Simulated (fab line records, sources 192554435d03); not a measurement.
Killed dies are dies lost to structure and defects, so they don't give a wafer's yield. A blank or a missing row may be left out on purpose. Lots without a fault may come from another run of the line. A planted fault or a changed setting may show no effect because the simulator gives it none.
Chamber matching | flow n5_finfet | N5_BEOL_M11_CURE_72 on uv_cure-03: 3 sister chambers
The step cures SiCOH lowk, time 120 s. 6 wafers are shown with their chamber, then 7 later ones without.

WAFERS WITH THEIR CHAMBER
wafer  | chamber | wafer_temp_C_max | lamp_power_pct (%)
L079.3 | 1       | 371.1            | 52.34
L079.6 | 1       | 371.0            | 52.25
L084.5 | 2       | 370.9            | 52.27
L084.6 | 2       | 371.9            | 52.32
L086.2 | 0       | 371.7            | 52.33
L086.4 | 0       | 372.0            | 52.28

WAFERS WITHOUT THEIR CHAMBER
wafer  | wafer_temp_C_max | lamp_power_pct (%)
L086.5 | 371.9            | 52.30
L091.1 | 371.2            | 52.27
L091.2 | 371.5            | 52.35
L091.3 | 371.4            | 52.28
L094.1 | 370.8            | 52.44
L094.2 | 371.2            | 52.35
L094.6 | 371.7            | 52.31

WHICH CHAMBER EACH WENT THROUGH
wafer  | from the rows above          | in truth
L086.5 | can't be placed: 0 or 2 or 1 | 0
L091.1 | can't be placed: 1 or 2 or 0 | 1
L091.2 | can't be placed: 2 or 0 or 1 | 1
L091.3 | can't be placed: 2 or 1 or 0 | 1
L094.1 | can't be placed: 1 or 2 or 0 | 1
L094.2 | can't be placed: 1 or 2 or 0 | 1
L094.6 | can't be placed: 0 or 2 or 1 | 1
Placed correctly: 0 of 7. Can't be placed from these rows: 7 (the true chamber is among the candidates in 7). Placed wrongly: 0.
How it was worked out, from the rows above alone: a wafer's distance from a chamber is the root of the sum, over the readings, of the square of ((its reading less the chamber's mean) divided by the reading's scatter). The wafer belongs to the nearest chamber; if the next one is less than 2 further off, it can't be placed. A chamber's mean is the mean of its shown wafers. The scatter: the root of (the sum of the squares of (reading less its chamber's mean) over the shown wafers, divided by (wafers less chambers)).
